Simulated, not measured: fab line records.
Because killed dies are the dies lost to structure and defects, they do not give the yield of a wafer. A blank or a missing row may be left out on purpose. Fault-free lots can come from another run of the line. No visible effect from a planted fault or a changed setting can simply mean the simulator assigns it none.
Which tool was responsible?	flow n5_finfet	24 lots, 72 wafers sampled, at 6 steps of a route of 1938

WHAT THE GAUGES READ, wafer by wafer
N5_BEOL_M8_THK_MEAS_01. Usual: M8_ILD_THK gives 155.1 nm (standard deviation 2.3).
lot	measured	on	M8_ILD_THK (nm)	flag
L075	day 9 22:47	film_metro-02	157.7 150.1 160.3	
L074	day 9 23:43	film_metro-02	152.7 155.0 157.5	
L076	day 10 15:50	film_metro-02	152.7 150.9 154.5	
L077	day 10 17:41	film_metro-01	152.1 153.0 152.2	
L078	day 10 20:05	film_metro-01	152.4 150.2 155.5	
L081	day 11 09:52	film_metro-01	152.7 157.1 155.4	
L082	day 11 19:53	film_metro-02	156.3 158.0 158.5	
L080	day 11 23:15	film_metro-02	155.4 155.5 156.2	
L079	day 12 00:02	film_metro-02	157.2 155.0 155.7	
L084	day 12 01:55	film_metro-02	155.7 154.2 157.0	
L083	day 12 10:13	film_metro-02	153.3 154.3 157.1	
L086	day 12 16:25	film_metro-01	152.6 155.7 154.9	
L085	day 12 17:42	film_metro-01	155.9 155.9 159.1	
L090	day 13 08:28	film_metro-01	153.3 154.0 157.1	
L087	day 13 09:08	film_metro-02	156.8 153.5 154.9	
L088	day 13 16:07	film_metro-02	152.7 153.4 155.6	
L089	day 13 19:41	film_metro-02	154.6 153.2 158.4	
L092	day 14 01:38	film_metro-02	156.2 157.6 159.3	
L091	day 14 04:57	film_metro-01	155.2 155.7 157.5	
L093	day 14 05:16	film_metro-02	152.7 155.0 152.0	
L094	day 14 23:19	film_metro-01	154.5 156.1 157.4	
L095	day 15 08:19	film_metro-01	155.2 155.8 156.7	
L097	day 15 11:47	film_metro-01	155.7 159.4 158.8	
L096	day 15 12:46	film_metro-02	151.0 156.4 153.8	

N5_BEOL_M9_OVL_MEAS_12. Usual: M9_OVL gives -0.1 nm (standard deviation 0.74).
lot	measured	on	M9_OVL (nm)	flag
L075	day 10 08:59	overlay-02	0.0 0.4 0.2	
L074	day 10 09:12	overlay-02	0.7 0.2 1.9	
L076	day 11 04:16	overlay-01	-1.0 0.4 0.5	
L077	day 11 05:37	overlay-01	-0.4 -0.9 0.4	
L078	day 11 10:17	overlay-02	-1.0 -1.4 -2.4	
L081	day 11 17:14	overlay-01	0.2 -0.3 -0.6	
L082	day 12 05:01	overlay-02	-0.1 -0.9 0.0	
L080	day 12 07:53	overlay-01	-0.2 -0.3 0.6	
L079	day 12 08:36	overlay-02	1.2 0.3 0.9	
L084	day 12 12:41	overlay-01	1.0 1.2 -0.5	
L083	day 12 20:35	overlay-01	-0.6 -0.1 -0.3	
L086	day 13 00:09	overlay-02	0.5 0.5 0.6	
L085	day 13 05:46	overlay-02	-0.2 -1.4 0.1	
L090	day 13 16:28	overlay-01	-0.9 -0.3 -1.0	
L087	day 13 18:49	overlay-02	-0.6 -0.5 -0.4	
L088	day 14 00:15	overlay-02	0.2 0.1 0.0	
L089	day 14 04:46	overlay-02	-1.1 -1.4 -0.9	
L092	day 14 13:47	overlay-02	0.3 -1.2 -0.2	
L091	day 14 14:22	overlay-01	0.7 0.4 0.3	
L093	day 14 18:43	overlay-01	0.1 -0.5 -0.4	
L094	day 15 07:37	overlay-02	-0.8 -0.6 -0.7	
L095	day 15 19:17	overlay-01	0.5 0.3 0.5	
L097	day 15 23:47	overlay-01	1.1 0.0 0.6	
L096	day 16 00:46	overlay-02	-0.5 -0.3 -0.1	

WHICH TOOL RAN EACH LOT (tool, then ch and the chambers of the sampled wafers, then the start)
lot	N5_BEOL_M8_ETCH_62	N5_BEOL_M8_STRIP_67	N5_BEOL_M8_ALD_77	N5_BEOL_M8_SPUTTER_48
L075	rie_diel-05 ch 1,3, day 10 01:16	rie_diel-05 ch 1,3, day 10 01:24	ald_metal-04 ch 0,1, day 10 05:10	pvd_sputter-01, day 10 05:40
L074	rie_diel-01 ch 2,3, day 10 01:38	rie_diel-01 ch 2,3, day 10 01:46	ald_metal-02 ch 0,1,2, day 10 05:37	pvd_sputter-02, day 10 06:11
L076	rie_diel-02 ch 1,3, day 10 18:30	rie_diel-02 ch 1,3, day 10 18:39	ald_metal-01 ch 0,2,3, day 10 23:58	pvd_sputter-02, day 11 00:40
L077	rie_diel-01 ch 0,2, day 10 19:02	rie_diel-01 ch 0,2, day 10 19:10	ald_metal-02 ch 0,2, day 11 00:09	pvd_sputter-02, day 11 03:07
L078	rie_diel-02 ch 1,2, day 11 00:01	rie_diel-02 ch 1,2, day 11 00:10	ald_metal-01 ch 0,2,3, day 11 04:46	pvd_sputter-03, day 11 05:16
L081	rie_diel-05 ch 0,1, day 11 10:44	rie_diel-05 ch 0,1, day 11 10:58	ald_metal-02 ch 2,3, day 11 13:17	pvd_sputter-02, day 11 13:52
L082	rie_diel-05 ch 0,1,3, day 11 20:59	rie_diel-05 ch 0,1,3, day 11 21:07	ald_metal-04 ch 0,1,2, day 12 00:13	pvd_sputter-02, day 12 02:16
L080	rie_diel-01 ch 0,2,3, day 12 00:20	rie_diel-01 ch 0,2,3, day 12 00:29	ald_metal-04 ch 1,2,3, day 12 03:27	pvd_sputter-03, day 12 04:08
L079	rie_diel-01 ch 0,2,3, day 12 02:49	rie_diel-01 ch 0,2,3, day 12 02:58	ald_metal-01 ch 0,1,3, day 12 04:49	pvd_sputter-03, day 12 05:19
L084	rie_diel-02 ch 0,1, day 12 03:31	rie_diel-02 ch 0,1, day 12 03:39	ald_metal-01 ch 1,3, day 12 07:14	pvd_sputter-01, day 12 07:53
L083	rie_diel-05 ch 0,1,3, day 12 13:43	rie_diel-05 ch 0,1,3, day 12 13:52	ald_metal-01 ch 0,1,2, day 12 16:47	pvd_sputter-01, day 12 17:22
L086	rie_diel-02 ch 1,3, day 12 17:41	rie_diel-02 ch 1,3, day 12 17:50	ald_metal-02 ch 0,1, day 12 20:25	pvd_sputter-03, day 12 20:59
L085	rie_diel-01 ch 0,2,3, day 12 20:20	rie_diel-01 ch 0,2,3, day 12 20:29	ald_metal-01 ch 0,1,2, day 12 23:53	pvd_sputter-03, day 13 00:35
L090	rie_diel-01 ch 1,3, day 13 09:54	rie_diel-01 ch 1,3, day 13 10:02	ald_metal-01 ch 0,1,3, day 13 13:07	pvd_sputter-02, day 13 13:38
L087	rie_diel-01 ch 1,2, day 13 10:09	rie_diel-01 ch 1,2, day 13 10:18	ald_metal-04 ch 1,2, day 13 13:55	pvd_sputter-02, day 13 14:35
L088	rie_diel-05 ch 0,2, day 13 17:10	rie_diel-05 ch 0,2, day 13 17:19	ald_metal-01 ch 0,2,3, day 13 19:02	pvd_sputter-01, day 13 19:48
L089	rie_diel-02 ch 1,3, day 13 20:33	rie_diel-02 ch 1,3, day 13 20:42	ald_metal-02 ch 0,1,2, day 14 00:25	pvd_sputter-02, day 14 01:07
L092	rie_diel-02 ch 1,2,3, day 14 04:52	rie_diel-02 ch 1,2,3, day 14 04:57	ald_metal-01 ch 0,3, day 14 08:34	pvd_sputter-01, day 14 09:20
L091	rie_diel-05 ch 0,2, day 14 05:43	rie_diel-05 ch 0,2, day 14 05:52	ald_metal-04 ch 2,3, day 14 08:52	pvd_sputter-02, day 14 09:47
L093	rie_diel-05 ch 1,3, day 14 08:30	rie_diel-05 ch 1,3, day 14 08:39	ald_metal-02 ch 0,2, day 14 12:53	pvd_sputter-02, day 14 13:30
L094	rie_diel-01 ch 1,2, day 15 00:05	rie_diel-01 ch 1,2, day 15 00:14	ald_metal-04 ch 0,1,3, day 15 04:11	pvd_sputter-01, day 15 04:49
L095	rie_diel-05 ch 0,3, day 15 10:44	rie_diel-05 ch 0,3, day 15 10:53	ald_metal-04 ch 0,2, day 15 14:27	pvd_sputter-02, day 15 16:40
L097	rie_diel-01 ch 0,1,2, day 15 14:24	rie_diel-01 ch 0,1,2, day 15 14:29	ald_metal-02 ch 0,1,2, day 15 18:34	pvd_sputter-02, day 15 19:08
L096	rie_diel-01 ch 1,2, day 15 14:35	rie_diel-01 ch 1,2, day 15 14:44	ald_metal-02 ch 0,1,2, day 15 18:45	pvd_sputter-01, day 15 19:22
- N5_BEOL_M8_ETCH_62: etches SOC in N2/H2, target depth 110 nm, overetch 22 nm, time 165 s.
- N5_BEOL_M8_STRIP_67: strips in CF4.
- N5_BEOL_M8_ALD_77: deposits TaN, target thk 2 nm, pulse time 2 s, purge time 3 s.
- N5_BEOL_M8_SPUTTER_48: material Cu, target thk 10 nm, time 1.667 s.

AS READ BY THE TOOLS THEMSELVES (means over the sampled wafers that have a number; for cases with no such wafer, the mark the record gives instead)
N5_BEOL_M8_ETCH_62. Usual: drypump_motor_current_A 5.9 A, standard deviation 0.6; n2_flow_sccm 200.0 sccm, standard deviation 0.56; oes_product_au 0.67 a.u., standard deviation 0.077; rf_vpp_V 524.8 V, standard deviation 2.9; showerhead_plenum_p_Torr 2.57 Torr, standard deviation 0.096; throttle_valve_pct 17.77 %, standard deviation 0.23.
lot	tool	drypump_motor_current_A (A)	n2_flow_sccm (sccm)	oes_product_au (a.u.)	rf_vpp_V (V)	showerhead_plenum_p_Torr (Torr)	throttle_valve_pct (%)	flag
L075	rie_diel-05	6.3	200.1	0.59	521.1	2.44	17.74	
L074	rie_diel-01	5.0	201.0	0.67	521.2	2.46	17.65	
L076	rie_diel-02	6.3	200.5	0.74	528.6	2.69	17.55	
L077	rie_diel-01	6.2	199.7	0.61	521.6	2.48	17.86	
L078	rie_diel-02	6.2	199.3	0.72	526.8	2.66	17.66	
L081	rie_diel-05	6.2	200.0	0.67	523.6	2.54	17.63	
L082	rie_diel-05	6.1	200.0	0.73	526.0	2.60	17.59	
L080	rie_diel-01	5.6	200.0	0.63	521.7	2.47	17.79	
L079	rie_diel-01	5.6	199.7	0.63	522.2	2.47	17.78	
L084	rie_diel-02	6.4	199.7	0.68	527.4	2.67	17.52	
L083	rie_diel-05	6.1	199.5	0.72	525.0	2.60	17.59	
L086	rie_diel-02	6.4	200.2	0.73	528.2	2.69	17.59	
L085	rie_diel-01	5.6	199.8	0.62	521.6	2.46	17.78	
L090	rie_diel-01	5.8	200.1	0.66	524.9	2.60	17.84	
L087	rie_diel-01	5.3	200.1	0.60	522.5	2.49	17.99	
L088	rie_diel-05	5.6	200.2	0.71	525.0	2.59	17.88	
L089	rie_diel-02	6.2	200.7	0.72	527.5	2.68	17.69	
L092	rie_diel-02	6.1	199.6	0.69	526.7	2.64	17.79	
L091	rie_diel-05	5.6	199.7	0.70	526.1	2.58	17.88	
L093	rie_diel-05	6.4	200.2	0.80	524.2	2.57	17.28	
L094	rie_diel-01	5.7	199.9	0.63	524.7	2.58	18.01	
L095	rie_diel-05	5.8	200.2	0.75	526.4	2.61	17.68	
L097	rie_diel-01	6.0	200.1	0.60	523.3	2.52	17.98	
L096	rie_diel-01	5.3	200.1	0.60	522.6	2.48	18.02	

N5_BEOL_M8_STRIP_67. Usual: drypump_motor_current_A 5.9 A, standard deviation 0.6; oes_product_au 0.79 a.u., standard deviation 0.091; rf_vpp_V 271.5 V, standard deviation 1.7; showerhead_plenum_p_Torr 1.82 Torr, standard deviation 0.067; throttle_valve_pct 13.53 %, standard deviation 0.21.
lot	tool	drypump_motor_current_A (A)	oes_product_au (a.u.)	rf_vpp_V (V)	showerhead_plenum_p_Torr (Torr)	throttle_valve_pct (%)	flag
L075	rie_diel-05	6.3	0.70	268.9	1.72	13.57	
L074	rie_diel-01	5.0	0.79	270.0	1.74	13.43	
L076	rie_diel-02	6.3	0.88	272.7	1.91	13.38	
L077	rie_diel-01	6.2	0.72	270.0	1.76	13.70	
L078	rie_diel-02	6.2	0.85	272.8	1.87	13.37	
L081	rie_diel-05	6.2	0.78	270.3	1.79	13.43	
L082	rie_diel-05	6.1	0.87	272.3	1.84	13.35	
L080	rie_diel-01	5.6	0.74	271.0	1.74	13.60	
L079	rie_diel-01	5.6	0.74	270.0	1.74	13.61	
L084	rie_diel-02	6.4	0.81	272.3	1.89	13.38	
L083	rie_diel-05	6.1	0.86	273.0	1.84	13.35	
L086	rie_diel-02	6.3	0.86	272.7	1.90	13.41	
L085	rie_diel-01	5.6	0.74	269.2	1.74	13.62	
L090	rie_diel-01	5.8	0.78	270.6	1.83	13.53	
L087	rie_diel-01	5.3	0.72	270.5	1.75	13.64	
L088	rie_diel-05	5.6	0.84	272.9	1.83	13.62	
L089	rie_diel-02	6.2	0.84	273.6	1.90	13.56	
L092	rie_diel-02	6.0	0.81	272.9	1.86	13.53	
L091	rie_diel-05	5.6	0.83	272.4	1.83	13.63	
L093	rie_diel-05	6.4	0.94	271.4	1.81	12.98	
L094	rie_diel-01	5.7	0.73	271.0	1.81	13.65	
L095	rie_diel-05	5.8	0.88	272.4	1.85	13.44	
L097	rie_diel-01	6.0	0.71	270.9	1.78	13.74	
L096	rie_diel-01	5.3	0.71	269.7	1.75	13.70	

N5_BEOL_M8_ALD_77. Usual: heater_power_w 417 W, standard deviation 45; susceptor_temp_C 275.01 C, standard deviation 0.18.
lot	tool	heater_power_w (W)	susceptor_temp_C (C)	flag
L075	ald_metal-04	387	275.00	
L074	ald_metal-02	425	274.93	
L076	ald_metal-01	422	274.96	
L077	ald_metal-02	403	275.03	
L078	ald_metal-01	421	275.22	
L081	ald_metal-02	474	275.04	
L082	ald_metal-04	388	274.88	
L080	ald_metal-04	396	274.93	
L079	ald_metal-01	400	275.19	
L084	ald_metal-01	406	274.90	
L083	ald_metal-01	412	275.06	
L086	ald_metal-02	411	274.97	
L085	ald_metal-01	413	274.85	
L090	ald_metal-01	405	275.08	
L087	ald_metal-04	385	274.98	
L088	ald_metal-01	428	275.06	
L089	ald_metal-02	421	274.96	
L092	ald_metal-01	397	274.89	
L091	ald_metal-04	438	274.98	
L093	ald_metal-02	400	275.07	
L094	ald_metal-04	407	275.22	
L095	ald_metal-04	410	274.96	
L097	ald_metal-02	422	275.11	
L096	ald_metal-02	431	275.17	

N5_BEOL_M8_SPUTTER_48. Usual: chuck_gas_flow_sccm 1.26 sccm, standard deviation 0.056; susceptor_temp_C -19.99 C, standard deviation 0.1; throttle_valve_pct 30.0 %, standard deviation 1.1.
lot	tool	chuck_gas_flow_sccm (sccm)	susceptor_temp_C (C)	throttle_valve_pct (%)	flag
L075	pvd_sputter-01	1.26	-20.11	30.1	
L074	pvd_sputter-02	1.22	-19.92	30.5	
L076	pvd_sputter-02	1.28	-20.00	30.2	
L077	pvd_sputter-02	1.23	-20.06	29.9	
L078	pvd_sputter-03	1.26	-19.91	29.8	
L081	pvd_sputter-02	1.27	-19.94	28.7	
L082	pvd_sputter-02	1.25	-20.01	28.6	
L080	pvd_sputter-03	1.27	-19.93	29.7	
L079	pvd_sputter-03	1.23	-20.02	30.5	
L084	pvd_sputter-01	1.32	-19.97	29.6	
L083	pvd_sputter-01	1.30	-19.98	30.3	
L086	pvd_sputter-03	1.25	-19.98	30.8	
L085	pvd_sputter-03	1.21	-20.05	30.1	
L090	pvd_sputter-02	1.23	-19.94	29.7	
L087	pvd_sputter-02	1.28	-19.96	29.2	
L088	pvd_sputter-01	1.36	-19.93	30.5	
L089	pvd_sputter-02	1.24	-20.02	28.5	
L092	pvd_sputter-01	1.29	-20.01	29.9	
L091	pvd_sputter-02	1.26	-19.93	30.9	
L093	pvd_sputter-02	1.25	-20.07	28.5	
L094	pvd_sputter-01	1.29	-19.92	30.6	
L095	pvd_sputter-02	1.31	-19.91	29.7	
L097	pvd_sputter-02	1.27	-20.02	29.9	
L096	pvd_sputter-01	1.28	-20.09	29.8	

THE ANSWER, worked out from the rows above alone
Rule: a lot is off if the mean of its wafers that have a number lies more than 3 standard deviations from the usual mean. Also off: a lot with no number at a reading for which 4 or more lots have one. The other lots that the step has rows for count as sound. First the gauges in route order, then the tools' own readings, where a lot's mean is used as printed above. At the first step where some lot is off, the reading lying furthest off is the one used; lots without a number count as furthest.
Nothing can be told from this: no lot is off at any reading shown.

WHAT THE SIMULATOR HAD INSERTED
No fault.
